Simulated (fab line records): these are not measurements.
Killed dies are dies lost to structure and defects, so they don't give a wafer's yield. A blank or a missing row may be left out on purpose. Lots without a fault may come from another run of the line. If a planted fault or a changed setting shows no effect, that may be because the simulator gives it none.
Comparing a struck lot with a sound one ; flow n5 finfet ; 44 out of 1938 route steps
Sound: these wafers, L646.2, L646.4, L646.6. Struck: wafer L656.1. (L656.2 of the same lot was not struck and is left out.) The cause comes at the end.
At each step with rows: each side's tool, then ch and its chambers, then its first start. Under that, the readings that differ: sound wafers ; struck wafers ; difference of the means ; sigmas: that difference in standard deviations of wafers without a fault.
alike: same words and numbers on both sides, and readings whose means sit less than 2 such deviations apart. not compared: any withheld reading, any reading some wafer has no value for, any bound like >300 that may hide the same value, and any number with overlapping values for which the record gives no deviation.
Wherever a step has rows on one side only, a row that says differs or no value, or a row with sigmas, the two part there. Non-overlapping numbers with no deviation appear without sigmas and do not part them. Lack of a reading on every wafer of one side parts them only where that side has two or more wafers.

N5_BEOL_M15_SPUTTER_43: material TaN, target thk 15 nm, time 24.19 s.
  sound on pvd sputter-03, day 12 08:02; struck on pvd sputter-03, day 14 08:19
  alike: throttle valve pct
then, 3 steps without rows for these wafers: N5_BEOL_M15_SPUTTER_44 (material Ta, target thk 15 nm, time 24.19 s); N5_BEOL_M15_SPUTTER_45 (material Cu, target thk 100 nm, time 16.67 s); N5_BEOL_M15_ECD_47 (material Cu, target thk 1860 nm).
N5_BEOL_M15_ANNEAL_48: time 90 s.
  sound on rtp anneal-01 ch 0, day 12 09:01; struck on rtp anneal-02 ch 0, day 14 08:50
reading;sound;struck;difference;sigmas
wafer_temp_C_max;225.9 225.6 225.6;227.2;+1.5;+2
then, 1 step without rows for these wafers: N5_BEOL_M15_CMP_49 (polishes, stops on SiO2, t overpolish 4.9 s, target thk 850 nm).
N5_BEOL_M15_THK_MEAS_50: measures by xrf.
  sound on film metro-01, day 12 09:34; struck on film metro-02, day 14 09:26
  alike: M15_THK
then, 2 steps without rows for these wafers: N5_BEOL_M15_PRE_CLEAN_52 (time 15 s); N5_BEOL_M15_DEP_53 (deposits SiCN from 3MS/NH3, target thk 50 nm, time 17.8 s).
N5_BEOL_M15_RS_MEAS_54: uses a four-point probe to measure.
  sound on film metro-01, day 12 09:42; struck on film metro-02, day 14 09:34
  alike: M15_RS
N5_BEOL_M15_INSPECT_55: inspects for defects (darkfield).
  sound on defect inspect-01, day 12 09:43; struck on defect inspect-01, day 14 09:35
  alike: raw defect count
N5_BEOL_M15_RC_MEAS_101:
  sound on prober-01 ch 0, day 12 09:54; struck on prober-01 ch 0, day 14 09:37
reading;sound;struck;difference;sigmas
SERP_M9_max_site (ohm/um);3.11 3.28 3.33;3.03;-0.21;-2
  alike: COMB_M10, COMB_M11, COMB_M12, COMB_M13, COMB_M14, COMB_M15, COMB_M5, COMB_M6, COMB_M7, COMB_M8, COMB_M9, SERP_M10, SERP_M11, SERP_M12, SERP_M13, SERP_M14, SERP_M5, SERP_M6, SERP_M6_max_site, SERP_M7, SERP_M8, SERP_M9
N5_PASSIVATION_PECVD_00: deposits SiO2 from SiH4/N2O, target thk 200 nm, time 11.2 s.
  sound on pecvd-01 ch 1,2, day 12 10:43; struck on pecvd-03 ch 2, day 14 10:35
reading;sound;struck;difference;sigmas
rf fwd power W (W);606.0 603.8 602.9;598.2;-6.0;-3
model.SiO2_of_PASSIVATION_PECVD_00.thk nm (nm);200.2 200.4 203.8;259.2;+57.7;
  alike: heater power outer w, heater power w, showerhead plenum p Torr, throttle valve pct
  not compared: since wet clean h
then, 2 steps without rows for these wafers: N5_MIM_BOT_DEGAS_01 (time 60 s); N5_MIM_BOT_SPUTTER_00 (material TiN, target thk 35 nm, time 89.7 s).
N5_MIM_TOP_ALD_00: deposits Al2O3, purge time 3 s, co reactant pulse time 3 s.
  sound on ald hk-03 ch 1,2,3, day 12 11:39; struck on ald hk-02 ch 0, day 14 12:22
  alike: precursor pulse height rel
then, 3 steps without rows for these wafers: N5_MIM_TOP_ALD_01 (deposits HfO2, target thk 5.6 nm, pulse time 1 s, purge time 3 s); N5_MIM_TOP_ALD_02 (deposits Al2O3, purge time 3 s, co reactant pulse time 3 s); N5_MIM_TOP_DEGAS_04 (time 60 s).
N5_MIM_TOP_SPUTTER_03: material TiN, target thk 35 nm, time 89.7 s.
  sound on pvd sputter-02, day 12 12:17; struck on pvd sputter-01, day 14 13:47
  alike: throttle valve pct
then, 8 steps without rows for these wafers: N5_MIM_TOP_LITHO_HMDS_01 (time 60 s); N5_MIM_TOP_LITHO_COAT_02; N5_MIM_TOP_LITHO_EBR_04; N5_MIM_TOP_LITHO_SOFTBAKE_03 (time 90 s); N5_MIM_TOP_LITHO_EXPOSE_05 (exposes mask MIM TOP, target cd 2000 nm); N5_MIM_TOP_LITHO_PEB_06; N5_MIM_TOP_LITHO_DEVELOP_07 (develop time 60 s); N5_MIM_TOP_LITHO_HARDBAKE_09 (time 120 s).
N5_MIM_TOP_LITHO_CD_MEAS_08: target cd 2000 nm.
  sound on cd sem-01 ch 0, day 12 12:43; struck on cd sem-03 ch 0, day 14 14:18
  alike: cd nm
N5_MIM_TOP_LITHO_OVL_MEAS_11:
  sound on overlay-02 ch 0, day 12 12:44; struck on overlay-01 ch 0, day 14 14:20
  alike: MIM_TOP_OVL
N5_MIM_TOP_LITHO_INSPECT_12: inspects for defects (macro).
  sound on defect inspect-02, day 12 12:46; struck on defect inspect-01, day 14 14:21
  alike: raw defect count
then, 2 steps without rows for these wafers: N5_MIM_TOP_LITHO_DESCUM_10 (chemistry O2, time 7.9 s); N5_MIM_TOP_ETCH_ETCH_00 (etches TiN in Cl2/BCl3, target depth 38.5 nm).
N5_MIM_TOP_ETCH_STRIP_01: strips in O2.
  sound on rie diel-01 ch 0,3, day 12 13:13; struck on rie diel-01 ch 0, day 14 14:37
  alike: drypump motor current A, oes product au, rf vpp V, showerhead plenum p Torr, throttle valve pct
  not compared: rf hours counter h
then, 8 steps without rows for these wafers: N5_MIM_TOP_ETCH_PECVD_03 (deposits SiNx from SiH4/NH3/N2, target thk 20 nm, time 17.6 s); N5_MIM_BOT_LITHO_HMDS_01 (time 60 s); N5_MIM_BOT_LITHO_COAT_02; N5_MIM_BOT_LITHO_EBR_04; N5_MIM_BOT_LITHO_SOFTBAKE_03 (time 90 s); N5_MIM_BOT_LITHO_EXPOSE_05 (exposes mask MIM BOT); N5_MIM_BOT_LITHO_PEB_06; N5_MIM_BOT_LITHO_DEVELOP_07 (develop time 60 s).
N5_MIM_BOT_ETCH_ETCH_00: etches TiN in Cl2/BCl3, target depth 45.5 nm.
  sound on rie metal-02 ch 0,1, day 12 14:16; struck on rie metal-02 ch 0, day 14 15:22
reading;sound;struck;difference;sigmas
model.SiO2_of_PASSIVATION_PECVD_00.thk nm (nm);197.6 197.8 201.4;256.6;+57.7;
  alike: drypump motor current A, oes product au, rf fwd power W, throttle valve pct
  not compared: rf hours counter h
after that, 1 step had no rows for these wafers: N5_PASSIVATION_PROBE_49.

WHERE THEY PART
Earliest at N5_BEOL_M15_ANNEAL_48; latest, in this record, at N5_PASSIVATION_PECVD_00. Later steps at which nothing parts them and some readings are alike: N5_MIM_TOP_ALD_00, N5_MIM_TOP_SPUTTER_03, N5_MIM_TOP_LITHO_CD_MEAS_08, N5_MIM_TOP_LITHO_OVL_MEAS_11, N5_MIM_TOP_LITHO_INSPECT_12, N5_MIM_TOP_ETCH_STRIP_01, N5_MIM_BOT_ETCH_ETCH_00.

WHY: the cause the simulator had injected
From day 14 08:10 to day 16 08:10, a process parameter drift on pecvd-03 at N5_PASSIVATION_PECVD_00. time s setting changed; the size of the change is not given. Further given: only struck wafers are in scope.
